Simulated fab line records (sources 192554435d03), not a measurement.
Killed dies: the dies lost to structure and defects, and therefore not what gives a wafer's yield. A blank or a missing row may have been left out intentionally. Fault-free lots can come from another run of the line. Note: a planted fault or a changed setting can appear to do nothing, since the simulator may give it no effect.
2 desks, one fault | flow n5 finfet | only its own numbers are on each desk; what lay behind them is given at the end

## FOR THE TOOL OWNER'S DESK: lpcvd-02
The tool's own readings at N5_DUMMY_GATE_HM_DEP_06 (deposits SiNx from DCS/NH3, target thk 80 nm, time 5141 s): means of the sampled wafers that have a number, for each lot that ran on this tool. The brackets show how far a lot's mean lies from the usual mean; more than 4 standard deviations puts the lot out of limits, marked OUT.
Columns: A = zone power lower pct at N5_DUMMY_GATE_HM_DEP_06, usual 10.4 %
lot  | first seen here | A
L115 | day 3 07:09     | 11.1
L123 | day 5 11:59     | 10.7
L125 | day 5 19:55     | 10.7
Result from this desk: across the 3 lots, nothing is out of limits.

## AT THE METROLOGY DESK
Lot by lot, what the gauges showed, no matter which tool ran the lot: averages of those sampled wafers that carry a number. The brackets show how far a lot's mean lies from the usual mean; more than 4 standard deviations puts the lot out of limits, marked OUT. Readings shown: 7 of its 10, picked as those furthest out on some lot.
Columns: A = DIBL_N at N5_BEOL_M4_RC_MEAS_101, usual 35.8 mV/V; B = DIBL_P at N5_BEOL_M4_RC_MEAS_101, usual 35.3 mV/V; C = IOFF_N at N5_BEOL_M4_RC_MEAS_101, usual 0.150 nA/um; D = IOFF_P at N5_BEOL_M4_RC_MEAS_101, usual 0.194 nA/um; E = ION_N at N5_BEOL_M4_RC_MEAS_101, usual 667 uA/um; F = SS_N at N5_BEOL_M4_RC_MEAS_101, usual 71.4 mV/dec; G = VT_N at N5_BEOL_M4_RC_MEAS_101, usual 251 mV
lot  | first seen here | A    | B    | C     | D     | E   | F    | G
L115 | day 10 08:08    | 36.9 | 36.4 | 0.160 | 0.207 | 666 | 71.3 | 249
L123 | day 12 12:58    | 35.2 | 33.5 | 0.143 | 0.186 | 675 | 70.7 | 250
L125 | day 13 19:52    | 34.3 | 33.4 | 0.127 | 0.173 | 656 | 70.7 | 254
L134 | day 15 08:10    | 36.8 | 37.2 | 0.161 | 0.211 | 669 | 71.9 | 250
Result from this desk: across the 4 lots, nothing is out of limits.

## PUT TOGETHER
The desk of the tool owner found nothing out of limits.
The metrology desk saw nothing out of limits.

## WHAT HAD BEEN PUT IN BY THE SIMULATOR
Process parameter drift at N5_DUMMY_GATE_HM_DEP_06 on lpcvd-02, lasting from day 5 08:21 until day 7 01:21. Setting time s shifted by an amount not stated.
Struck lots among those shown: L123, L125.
